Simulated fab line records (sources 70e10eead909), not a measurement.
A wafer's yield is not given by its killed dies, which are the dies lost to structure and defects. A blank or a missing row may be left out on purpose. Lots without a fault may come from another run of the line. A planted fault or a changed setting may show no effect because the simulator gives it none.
Comparing a struck lot with a sound one || flow nand-harc || 18 steps out of a route of 1159
Sound: wafers L552.2, L552.4, L552.5. Wafers L562.2, L562.4, L562.5 were the ones struck. The cause is given at the end.
Order at every step that has rows: each side's tool, ch and its chambers, its first start. Under that, the readings that differ: sound wafers || struck wafers || difference of the means || sigmas: that difference in standard deviations of wafers without a fault.
alike: same words and numbers on both sides, and readings whose means sit less than 2 such deviations apart. not compared: any withheld reading, any reading some wafer has no value for, any bound like >300 that may hide the same value, and any number with overlapping values for which the record gives no deviation.
Wherever a step has rows on one side only, a row that says differs or no value, or a row with sigmas, the two part there. When numbers do not overlap yet have no deviation, they are printed without sigmas and do not part them. A reading missing from all wafers of one side parts the sides only when that side holds two or more wafers.

NHARC_P_M2_PRE_CLEAN_32: time 12 s.
  sound on pecvd-01 ch 0,1,2, day 6 07:57; struck on pecvd-03 ch 0,1, day 8 22:26
  alike: heater-power-w
NHARC_P_M2_DEP_33: deposits SiCN, target thk 30 nm.
  sound on pecvd-01 ch 0,1,2, day 6 08:02; struck on pecvd-03 ch 0,1, day 8 22:31
  alike: chamber-pressure-Torr, heater-power-w
NHARC_P_BONDPAD_DEP_00: deposits SiCN, target thk 250 nm.
  sound on pecvd-01 ch 0,1,2; struck on pecvd-04 ch 0,2, day 8 22:58
  alike: chamber-pressure-Torr, heater-power-w
NHARC_P_BONDPAD_CMP_32: polishes SiCN, target thk 200 nm.
  sound on cmp-04 ch 0,1, day 6 08:51; struck on cmp-01 ch 0,1,2, day 8 23:23
  alike: motor-current-A, slurry-filter-dp-kPa
NHARC_P_BONDPAD_THK_MEAS_33: measures by ellipsometry.
  sound on film-metro-02, day 6 09:04; struck on film-metro-01, day 8 23:35
  alike: thk-nm
then, 7 steps without rows for these wafers: NHARC_P_BONDPAD_SRD_34; NHARC_P_BONDPAD_DEHYDRATE_01 (time 120 s); NHARC_P_BONDPAD_HMDS_02 (time 30 s); NHARC_P_BONDPAD_COAT_36 (time 65 s); NHARC_P_BONDPAD_COAT_03 (resist thk 600 nm); NHARC_P_BONDPAD_SOFTBAKE_04 (time 70 s); NHARC_P_BONDPAD_EBR_05.
NHARC_P_BONDPAD_EXPOSE_06: exposes mask P BPAD.
  sound on krf-scanner-03 ch 0, day 6 09:22; struck on krf-scanner-03 ch 0, day 9 00:00
{"reading": "exposure-dose-mJ-cm2", "sound": "37.05 37.09 37.11", "struck": "49.00 49.04 49.07", "difference": "+11.95", "sigmas": "+99 or more"}
  alike: mask, stage-vel-mm-s
then, 2 steps without rows for these wafers: NHARC_P_BONDPAD_PEB_07 (peb time 80 s); NHARC_P_BONDPAD_DEVELOP_08 (time 50 s).
NHARC_P_BONDPAD_CD_MEAS_09: the cd target is 500 nm.
  sound on cd-sem-01 ch 0, day 6 09:31; struck on cd-sem-02 ch 0, day 9 00:09
{"reading": "cd-nm (nm)", "sound": "497.5 499.4 501.5", "struck": "511.2 507.1 509.0", "difference": "+9.6", "sigmas": "+4"}
NHARC_P_BONDPAD_OVL_MEAS_38:
  sound on overlay-01, day 6 09:36; struck on overlay-01, day 9 00:14
  alike: overlay-x-nm, overlay-y-nm
-- jump in the record: it breaks off in module P_BONDPAD and resumes in module END (first step shown: number 1159 of the route), and 16 days separate the struck wafers' starts before and after --
NHARC_END_SORT_01:
  sound on prober-02 ch 0, day 19 18:01; struck on prober-02 ch 0, day 24 20:03
  alike: defect-limited-yield, killed-at-array, killed-at-other, killed-at-periphery, killed-dies, killed-open, killed-short, sort_bin_2_pct, sort_bin_3_pct, sort_bin_4_pct, sort-n-pass, sort-rim-yield-pct, sort-yield-pct

== WHERE THEY PART ==
Earliest at NHARC_P_BONDPAD_EXPOSE_06; latest, in this record, at NHARC_P_BONDPAD_CD_MEAS_09. Later steps at which nothing parts them and some readings are alike: NHARC_P_BONDPAD_OVL_MEAS_38, NHARC_END_SORT_01.

WHY: what had been put in by the simulator
Drift in process parameters on krf-scanner-03 at NHARC_P_BONDPAD_EXPOSE_06, starting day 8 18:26. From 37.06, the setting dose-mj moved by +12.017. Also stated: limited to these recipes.
